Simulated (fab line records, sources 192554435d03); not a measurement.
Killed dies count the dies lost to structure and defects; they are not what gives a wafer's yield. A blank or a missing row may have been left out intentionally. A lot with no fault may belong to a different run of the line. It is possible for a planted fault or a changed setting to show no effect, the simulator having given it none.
Matching of chambers :: flow n5-finfet :: N5_BEOL_M5_PECVD_70 on pecvd-04: 3 sister chambers
The step deposits SiO2 from TEOS/O2, target thk 16 nm, time 18 s. 20 wafers are shown with their chamber, then 10 later ones without.

## EACH WAFER AND ITS CHAMBER
wafer: L078.1
chamber: 0
throttle-valve-pct (%): 24.3
showerhead-plenum-p-Torr (Torr): 8.81
heater-power-w (W): 716

wafer: L078.4
chamber: 0
throttle-valve-pct (%): 24.5
showerhead-plenum-p-Torr (Torr): 8.83
heater-power-w (W): 734

wafer: L078.6
chamber: 1
throttle-valve-pct (%): 21.5
showerhead-plenum-p-Torr (Torr): 8.78
heater-power-w (W): 740

wafer: L081.2
chamber: 0
throttle-valve-pct (%): 24.5
showerhead-plenum-p-Torr (Torr): 8.84
heater-power-w (W): 666

wafer: L081.5
chamber: 1
throttle-valve-pct (%): 21.5
showerhead-plenum-p-Torr (Torr): 8.77
heater-power-w (W): 639

wafer: L081.6
chamber: 0
throttle-valve-pct (%): 24.8
showerhead-plenum-p-Torr (Torr): 8.85
heater-power-w (W): 664

wafer: L082.2
chamber: 1
throttle-valve-pct (%): 21.3
showerhead-plenum-p-Torr (Torr): 8.81
heater-power-w (W): 696

wafer: L082.3
chamber: 2
throttle-valve-pct (%): 21.2
showerhead-plenum-p-Torr (Torr): 8.73
heater-power-w (W): 604

wafer: L082.5
chamber: 0
throttle-valve-pct (%): 24.6
showerhead-plenum-p-Torr (Torr): 8.83
heater-power-w (W): 663

wafer: L085.2
chamber: 1
throttle-valve-pct (%): 21.4
showerhead-plenum-p-Torr (Torr): 8.79
heater-power-w (W): 716

wafer: L085.3
chamber: 0
throttle-valve-pct (%): 24.8
showerhead-plenum-p-Torr (Torr): 8.84
heater-power-w (W): 660

wafer: L085.4
chamber: 1
throttle-valve-pct (%): 21.4
showerhead-plenum-p-Torr (Torr): 8.79
heater-power-w (W): 704

wafer: L089.2
chamber: 0
throttle-valve-pct (%): 24.8
showerhead-plenum-p-Torr (Torr): 8.85
heater-power-w (W): 742

wafer: L089.3
chamber: 0
throttle-valve-pct (%): 24.7
showerhead-plenum-p-Torr (Torr): 8.81
heater-power-w (W): 729

wafer: L089.5
chamber: 0
throttle-valve-pct (%): 24.7
showerhead-plenum-p-Torr (Torr): 8.83
heater-power-w (W): 718

wafer: L088.1
chamber: 0
throttle-valve-pct (%): 25.0
showerhead-plenum-p-Torr (Torr): 8.81
heater-power-w (W): 698

wafer: L088.2
chamber: 2
throttle-valve-pct (%): 21.1
showerhead-plenum-p-Torr (Torr): 8.72
heater-power-w (W): 553

wafer: L088.4
chamber: 2
throttle-valve-pct (%): 21.5
showerhead-plenum-p-Torr (Torr): 8.71
heater-power-w (W): 541

wafer: L090.2
chamber: 0
throttle-valve-pct (%): 24.5
showerhead-plenum-p-Torr (Torr): 8.83
heater-power-w (W): 709

wafer: L090.3
chamber: 2
throttle-valve-pct (%): 22.0
showerhead-plenum-p-Torr (Torr): 8.73
heater-power-w (W): 632

SIGNATURES (averages over the wafers above)
reading: throttle-valve-pct
chamber 0: 24.655
chamber 1: 21.420
chamber 2: 21.450
scatter within a chamber: 0.231

reading: showerhead-plenum-p-Torr
chamber 0: 8.8300
chamber 1: 8.7880
chamber 2: 8.7225
scatter within a chamber: 0.014

reading: heater-power-w
chamber 0: 699.91
chamber 1: 699.00
chamber 2: 582.50
scatter within a chamber: 35.1
Rule: for a wafer and a chamber, the distance is found by dividing, reading by reading, the gap between the wafer's reading and the chamber's mean by the reading's scatter, squaring, summing and taking the root. The wafer belongs to the nearest chamber; if the next one is less than 2 further off, it can't be placed. The scatter: take each reading less its chamber's mean, square it, sum over the shown wafers, divide by the number of wafers less the number of chambers, and take the root.

## WAFERS WITH NO CHAMBER GIVEN
wafer: L090.6
throttle-valve-pct (%): 25.3
showerhead-plenum-p-Torr (Torr): 8.80
heater-power-w (W): 701

wafer: L092.1
throttle-valve-pct (%): 21.8
showerhead-plenum-p-Torr (Torr): 8.72
heater-power-w (W): 554

wafer: L092.2
throttle-valve-pct (%): 21.7
showerhead-plenum-p-Torr (Torr): 8.82
heater-power-w (W): 700

wafer: L092.6
throttle-valve-pct (%): 24.8
showerhead-plenum-p-Torr (Torr): 8.84
heater-power-w (W): 681

wafer: L094.1
throttle-valve-pct (%): 21.7
showerhead-plenum-p-Torr (Torr): 8.72
heater-power-w (W): 670

wafer: L094.2
throttle-valve-pct (%): 24.7
showerhead-plenum-p-Torr (Torr): 8.83
heater-power-w (W): 706

wafer: L094.3
throttle-valve-pct (%): 21.4
showerhead-plenum-p-Torr (Torr): 8.76
heater-power-w (W): 689

wafer: L097.1
throttle-valve-pct (%): 21.6
showerhead-plenum-p-Torr (Torr): 8.73
heater-power-w (W): 615

wafer: L097.2
throttle-valve-pct (%): 25.3
showerhead-plenum-p-Torr (Torr): 8.84
heater-power-w (W): 645

wafer: L097.5
throttle-valve-pct (%): 21.6
showerhead-plenum-p-Torr (Torr): 8.80
heater-power-w (W): 627

## EACH ONE'S CHAMBER
wafer: L090.6
from the rows above: 0
in truth: 0

wafer: L092.1
from the rows above: 2
in truth: 2

wafer: L092.2
from the rows above: 1
in truth: 1

wafer: L092.6
from the rows above: 0
in truth: 0

wafer: L094.1
from the rows above: 2
in truth: 2

wafer: L094.2
from the rows above: 0
in truth: 0

wafer: L094.3
from the rows above: 1
in truth: 1

wafer: L097.1
from the rows above: 2
in truth: 2

wafer: L097.2
from the rows above: 0
in truth: 0

wafer: L097.5
from the rows above: 1
in truth: 1
Correct placement for 10 of the 10. Left unplaced by these rows: 0. 0 placed wrongly.
